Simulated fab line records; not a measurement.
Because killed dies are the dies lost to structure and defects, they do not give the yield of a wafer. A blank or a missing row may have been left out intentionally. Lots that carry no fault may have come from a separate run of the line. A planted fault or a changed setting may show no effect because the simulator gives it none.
A lot that was struck, set against a sound lot ; flow n5_finfet ; 13 steps out of a route of 1938
Sound: these wafers, L199.3, L199.4, L199.6. Wafers L208.1, L208.5, L208.6 were the ones struck. At the end, the cause is stated.
At each step with rows: each side's tool, then ch and its chambers, then its first start. Under that, the readings that differ: sound wafers ; struck wafers ; difference of the means ; sigmas: that difference in standard deviations of wafers without a fault.
alike: words and numbers the same on both sides, and readings whose means are apart by under 2 such deviations; not compared: readings that were withheld, readings missing a value for some wafer, numbers with overlapping values and no deviation given by the record, and bounds like >300 which may hide the same value.
The two part at a step that has a row with sigmas, a row that says differs or no value, or rows on one side only. Numbers that have no deviation but don't overlap get no sigmas and don't part them. A reading that every wafer of one side lacks parts them only if that side has two wafers or more.

N5_GATE_CUT_PECVD_57: deposits SiNx from SiH4/NH3/N2, target thk 21 nm.
  sound on pecvd-01 ch 0,1, day 5 06:38; struck on pecvd-01 ch 0,1,2, day 7 10:05
  alike: heater_power_w, showerhead_plenum_p_Torr, showerhead_vpp_V, throttle_valve_pct
N5_GATE_CUT_CMP_02: polishes, stops on SiO2, t overpolish 12.7 s, target thk 0 nm.
  sound on cmp-03 ch 1,3, day 5 06:43; struck on cmp-01 ch 0,1, day 7 10:10
  alike: motor_current_A, overpolish_run_s, time_to_endpoint_s
N5_GATE_CUT_HM_DEP_46: deposits SiO2 from TEOS/O2, target thk 130 nm, time 26.6 s.
  sound on pecvd-01 ch 1,2, day 5 07:03; struck on pecvd-02 ch 0,1,2, day 7 10:29
  alike: heater_power_w, showerhead_plenum_p_Torr, showerhead_vpp_V, throttle_valve_pct
then, 8 steps without rows for these wafers: N5_GATE_CUT_COAT_34 (time 60 s, resist thk 60 nm); N5_GATE_CUT_COAT_35 (time 60 s, resist thk 10 nm); N5_GATE_CUT_COAT_27 (time 60 s, resist thk 10 nm); N5_GATE_CUT_COAT_07 (resist thk 30 nm); N5_GATE_CUT_EBR_09; N5_GATE_CUT_SOFTBAKE_08 (time 60 s); N5_GATE_CUT_EXPOSE_10 (exposes mask GATE CUT, target cd 20 nm); N5_GATE_CUT_PEB_11 (peb time 60 s).
N5_GATE_CUT_DEVELOP_12: develop time 30 s.
  struck on litho_track-04, day 7 10:53; sound on litho_track-01 ch 0, day 5 07:20
  no value came back on the struck wafers for chill_plate_temp_C (C), develop_time_s (s); on the sound wafers chill_plate_temp_C (C) reads 22.93 23.04 23.05
reading;sound;struck;difference;sigmas
model.CAR-EUV_of_GATE_CUT_COAT_07.thk_nm (nm);29.6 29.4 29.6;30 30 30.2;+1;
N5_GATE_CUT_CD_MEAS_13: the cd target is 20 nm.
  sound on cd_sem-02 ch 0, day 5 07:23; struck on cd_sem-03 ch 0, day 7 10:57
reading;sound;struck;difference;sigmas
cd_nm (nm);20.27 19.71 20.11;- - -;no value on the struck wafers;

WHERE THEY PART
Last at N5_GATE_CUT_CD_MEAS_13 as far as this record goes, first at N5_GATE_CUT_DEVELOP_12.

WHY: what had been put in by the simulator
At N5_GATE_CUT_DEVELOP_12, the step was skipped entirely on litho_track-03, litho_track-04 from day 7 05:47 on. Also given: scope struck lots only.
